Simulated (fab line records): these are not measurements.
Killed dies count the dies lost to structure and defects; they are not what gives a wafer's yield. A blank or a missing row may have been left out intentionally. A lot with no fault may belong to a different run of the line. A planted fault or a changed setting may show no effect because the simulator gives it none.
Matching of chambers ; flow n5_finfet ; N5_FIN_SAQP_PECVD_47 on pecvd-03 has 3 sister chambers
The step deposits a-Si from SiH4/He, target thk 45 nm, time 36.3 s. 3 wafers are shown with their chamber, then 8 later ones without.

## EACH WAFER AND ITS CHAMBER
wafer;chamber;throttle_valve_pct (%)
L085.2;0;17.9
L085.6;1;19.6
L094.2;2;17.5

## WAFERS WHOSE CHAMBER IS MISSING
wafer;throttle_valve_pct (%)
L094.3;17.8
L094.4;17.6
L095.3;17.6
L095.4;17.3
L095.5;19.8
L096.2;17.7
L096.3;19.3
L096.5;17.9

## WHICH CHAMBER EACH WENT THROUGH
wafer;from the rows above;in truth
L094.3;can't be placed: 0 or 2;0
L094.4;can't be placed: 2 or 0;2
L095.3;can't be placed: 2 or 0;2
L095.4;2;2
L095.5;1;1
L096.2;can't be placed: 0 or 2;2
L096.3;1;1
L096.5;0;0
4 of 8 placed correctly. Can't be placed from these rows: 4 (the true chamber is among the candidates in 4). Placed wrongly: 0.
How it was worked out, from the rows above alone: a wafer's distance from a chamber is the root of the sum, over the readings, of the square of ((its reading less the chamber's mean) divided by the reading's scatter). If the next closest chamber is less than 2 further off than the closest, the wafer can't be placed; otherwise it belongs to the closest. Each chamber's mean is taken over the wafers shown for it. The scatter (one wafer shown for each chamber): square how far every hidden wafer sits from the nearest shown wafer, average those squares and take the square root.
